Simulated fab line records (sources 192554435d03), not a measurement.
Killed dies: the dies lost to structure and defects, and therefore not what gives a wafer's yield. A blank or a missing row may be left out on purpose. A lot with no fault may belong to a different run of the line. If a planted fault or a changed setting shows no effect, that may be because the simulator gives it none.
Chamber matching | flow n5-finfet | rie-diel-06 running N5_BEOL_M12_VIA_ETCH_16: 4 sister chambers
The step etches SiOC in C4F8/O2/Ar, target depth 724.8 nm. 24 wafers are shown with their chamber, then 12 later ones without.

## EACH WAFER AND ITS CHAMBER
wafer  | chamber | showerhead-plenum-p-Torr (Torr) | throttle-valve-pct (%) | drypump-motor-current-A (A)
L075.2 | 3       | 3.35                            | 24.33                  | 5.6
L075.3 | 2       | 3.56                            | 24.12                  | 5.0
L075.4 | 2       | 3.56                            | 24.11                  | 5.0
L077.1 | 2       | 3.55                            | 24.13                  | 5.0
L077.2 | 0       | 3.55                            | 24.52                  | 5.2
L077.3 | 3       | 3.34                            | 24.32                  | 5.6
L077.4 | 2       | 3.55                            | 24.14                  | 5.0
L077.5 | 0       | 3.55                            | 24.53                  | 5.2
L077.6 | 3       | 3.34                            | 24.32                  | 5.7
L078.3 | 3       | 3.34                            | 24.35                  | 5.7
L078.4 | 0       | 3.55                            | 24.51                  | 5.2
L078.5 | 3       | 3.34                            | 24.33                  | 5.7
L080.1 | 3       | 3.34                            | 24.35                  | 5.6
L080.3 | 2       | 3.55                            | 24.11                  | 5.0
L080.4 | 1       | 3.50                            | 24.05                  | 5.6
L083.2 | 1       | 3.50                            | 24.06                  | 5.6
L083.4 | 0       | 3.55                            | 24.54                  | 5.2
L083.5 | 0       | 3.55                            | 24.55                  | 5.2
L082.1 | 3       | 3.34                            | 24.36                  | 5.6
L082.4 | 2       | 3.54                            | 24.14                  | 4.9
L082.6 | 3       | 3.34                            | 24.35                  | 5.6
L085.2 | 0       | 3.54                            | 24.53                  | 5.2
L085.4 | 1       | 3.50                            | 24.06                  | 5.6
L085.6 | 1       | 3.50                            | 24.05                  | 5.6

SIGNATURES (averages over the wafers above)
reading                  | chamber 0 | chamber 1 | chamber 2 | chamber 3 | scatter within a chamber
showerhead-plenum-p-Torr | 3.5483    | 3.5000    | 3.5517    | 3.3413    | 0.00477
throttle-valve-pct       | 24.5300   | 24.0550   | 24.1250   | 24.3388   | 0.0137
drypump-motor-current-A  | 5.200     | 5.600     | 4.983     | 5.638     | 0.0368
Rule: a wafer's distance from a chamber is the root of the sum, over the readings, of the square of ((its reading less the chamber's mean) divided by the reading's scatter). The wafer belongs to the nearest chamber; if the next one is less than 2 further off, it can't be placed. The scatter: take each reading less its chamber's mean, square it, sum over the shown wafers, divide by the number of wafers less the number of chambers, and take the root.

## WAFERS MISSING THEIR CHAMBER
wafer  | showerhead-plenum-p-Torr (Torr) | throttle-valve-pct (%) | drypump-motor-current-A (A)
L087.4 | 3.54                            | 24.52                  | 5.2
L087.5 | 3.33                            | 24.35                  | 5.6
L087.6 | 3.54                            | 24.18                  | 5.0
L089.1 | 3.33                            | 24.37                  | 5.7
L089.3 | 3.54                            | 24.56                  | 5.2
L089.5 | 3.54                            | 24.17                  | 5.0
L091.1 | 3.53                            | 24.17                  | 5.0
L091.5 | 3.33                            | 24.38                  | 5.7
L091.6 | 3.53                            | 24.16                  | 5.0
L096.1 | 3.49                            | 23.74                  | 5.6
L096.3 | 3.33                            | 24.37                  | 5.7
L096.5 | 3.53                            | 24.17                  | 5.0

## CHAMBER TAKEN BY EACH
wafer  | from the rows above | in truth
L087.4 | 0                   | 0
L087.5 | 3                   | 3
L087.6 | 2                   | 2
L089.1 | 3                   | 3
L089.3 | 0                   | 0
L089.5 | 2                   | 2
L091.1 | 2                   | 2
L091.5 | 3                   | 3
L091.6 | 2                   | 2
L096.1 | 1                   | 1
L096.3 | 3                   | 3
L096.5 | 2                   | 2
12 of 12 placed correctly. From these rows, 0 cannot be placed. Placed wrongly: 0.
